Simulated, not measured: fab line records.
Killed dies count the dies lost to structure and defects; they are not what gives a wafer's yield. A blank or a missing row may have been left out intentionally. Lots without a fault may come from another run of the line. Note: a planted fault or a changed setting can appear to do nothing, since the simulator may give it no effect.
Lot-split experiment -- flow n5-finfet -- on a route of 1938 steps: 7 lots, 21 wafers read

THE SPLIT ITSELF
At N5_PMOS_HMC_CHANNEL_EPI_HM_DEP_34 (deposits SiO2 from TEOS/O2, target thk 36 nm, time 6.9 s), the setting time-s was moved away from the recipe's 6.9 s on 7 of the 21 wafers read, by -13.8% to +8.8%. This setting was run at the recipe's value on the other wafers.

The split's own step is where the reading is taken.

THE READING
SiO2_of_PMOS_HMC_CHANNEL_EPI_HM_DEP_34.thk-nm (the simulator's own value, which no gauge read), in nm, at N5_PMOS_HMC_CHANNEL_EPI_HM_DEP_34 (deposits SiO2 from TEOS/O2, target thk 36 nm, time 6.9 s). No usual value for it is given in the file. The 14 wafers here that ran the recipe average 36.28 nm, standard deviation 0.53 nm.

wafer,"tool, chamber at the split","time-s as run, s",against the recipe,"SiO2_of_PMOS_HMC_CHANNEL_EPI_HM_DEP_34.thk-nm, nm",against lot-mates on the recipe
L076.1,"pecvd-04, 0",7.507,+8.8%,38.85,+2.06
L076.3,"pecvd-04, 0",7.507,+8.8%,39.73,+2.94
L076.5,"pecvd-04, 1",6.9,recipe,36.79,-
L085.3,"pecvd-03, 0",6.9,recipe,36.35,-
L085.4,"pecvd-03, 1",6.261,-9.3%,33.67,-2.68
L085.6,"pecvd-03, 0",6.261,-9.3%,33.81,-2.54
L086.1,"pecvd-04, 0",6.9,recipe,35.86,-
L086.2,"pecvd-04, 1",6.9,recipe,35.69,-
L086.3,"pecvd-04, 2",6.9,recipe,35.47,-
L090.3,"pecvd-02, 0",5.948,-13.8%,30.56,-5.25
L090.4,"pecvd-02, 1",6.9,recipe,35.75,-
L090.5,"pecvd-02, 2",6.9,recipe,35.87,-
L092.2,"pecvd-02, 1",6.489,-6.0%,33.67,-2.67
L092.3,"pecvd-02, 0",6.9,recipe,35.79,-
L092.6,"pecvd-02, 1",6.9,recipe,36.89,-
L095.4,"pecvd-03, 1",6.9,recipe,36.84,-
L095.5,"pecvd-03, 2",6.9,recipe,36.96,-
L095.6,"pecvd-03, 0",6.9,recipe,36.58,-
L097.1,"pecvd-02, 0",6.9,recipe,36.14,-
L097.4,"pecvd-02, 1",6.212,-10.0%,33.32,-3.24
L097.5,"pecvd-02, 0",6.9,recipe,36.98,-

THE FIT
A straight line over all 21 wafers: SiO2_of_PMOS_HMC_CHANNEL_EPI_HM_DEP_34.thk-nm changes by +0.344 nm for each +1% of time-s; r = +0.96; the points scatter about the line by 0.59 nm.
The same after taking each lot's own level away (the mean of its wafers on the recipe; 21 wafers): +0.324 nm for each +1%; r = +0.98; scatter 0.41 nm.
Per that fit: largest time-s move, reading shift of 4.5 nm.
Across the lots, their own levels run from 35.673 to 36.793 nm, a range of 2.1 times the standard deviation given above.
Consequently the slope shifts little with the lot-to-lot level, the two slopes agreeing.
Check: with one of the wafers moved furthest among these (-13.8%) left out of the fit, the line predicts -4.23 nm for it against its lot-mates. It came out at -5.25 nm against them.

OTHER SPLITS APPLIED TO THESE WAFERS
These wafers also went through other splits before the reading. Each is held against what the fit with the lots' levels taken away leaves over:
other split on the same wafers,wafers away from the commonest value,r with SiO2_of_PMOS_HMC_CHANNEL_EPI_HM_DEP_34.thk-nm (lot level and that fit taken away)
N5_ZERO_LAYER_DEVELOP_10 develop-time-s,6,+0.09

FILE'S OWN FIT
SiO2_of_PMOS_HMC_CHANNEL_EPI_HM_DEP_34.thk-nm changes by +0.342 nm for each +1% of time-s, r = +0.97.
